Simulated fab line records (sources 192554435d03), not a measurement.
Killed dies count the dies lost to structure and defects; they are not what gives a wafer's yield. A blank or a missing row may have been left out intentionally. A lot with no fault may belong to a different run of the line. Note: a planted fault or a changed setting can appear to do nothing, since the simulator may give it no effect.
Matching of chambers    flow n5-finfet    N5_BEOL_M0_SAQP_HM_DEP_111 on pecvd-04 has 3 sister chambers
The step deposits SiO2 from SiH4/N2O, target thk 12 nm, time 7.2 s. 18 wafers are shown with their chamber, then 9 later ones without.

WAFERS WITH THEIR CHAMBER
wafer   chamber  showerhead-plenum-p-Torr (Torr)  heater-power-w (W)
L076.3  1        8.32                             951
L076.4  1        8.31                             928
L076.6  2        8.39                             757
L078.2  0        7.98                             863
L078.3  1        8.30                             1043
L078.6  1        8.29                             1059
L080.2  1        8.30                             1040
L080.4  0        7.98                             967
L080.5  1        8.30                             1057
L081.1  1        8.29                             959
L081.2  0        7.96                             952
L081.6  2        8.39                             769
L086.2  2        8.38                             777
L086.4  1        8.29                             1039
L086.5  0        7.97                             776
L087.1  0        7.98                             934
L087.2  1        8.30                             964
L087.5  2        8.40                             707

SIGNATURES (means of the wafers above)
reading                   chamber 0  chamber 1  chamber 2  scatter within a chamber
showerhead-plenum-p-Torr  7.9740     8.3000     8.3900     0.00938
heater-power-w            898.40     1004.44    752.50     57.8
Rule: a wafer's distance from a chamber is the root of the sum, over the readings, of the square of ((its reading less the chamber's mean) divided by the reading's scatter). The wafer belongs to the nearest chamber; if the next one is less than 2 further off, it can't be placed. The scatter is the square root of a quotient: the sum, over the shown wafers, of each reading's squared deviation from its chamber's mean, divided by wafers minus chambers.

WAFERS WITHOUT THEIR CHAMBER
wafer   showerhead-plenum-p-Torr (Torr)  heater-power-w (W)
L088.2  8.28                             1017
L088.3  7.98                             940
L088.6  8.41                             709
L089.2  7.97                             912
L089.3  8.30                             1032
L089.5  8.32                             1019
L092.1  8.30                             1061
L092.2  8.39                             810
L092.4  8.00                             885

EACH ONE'S CHAMBER
wafer   from the rows above  in truth
L088.2  1                    1
L088.3  0                    0
L088.6  2                    2
L089.2  0                    0
L089.3  1                    1
L089.5  1                    1
L092.1  1                    1
L092.2  2                    2
L092.4  0                    0
Placed correctly: 9 of 9. Not placeable from these rows: 0. Placed wrongly: 0.
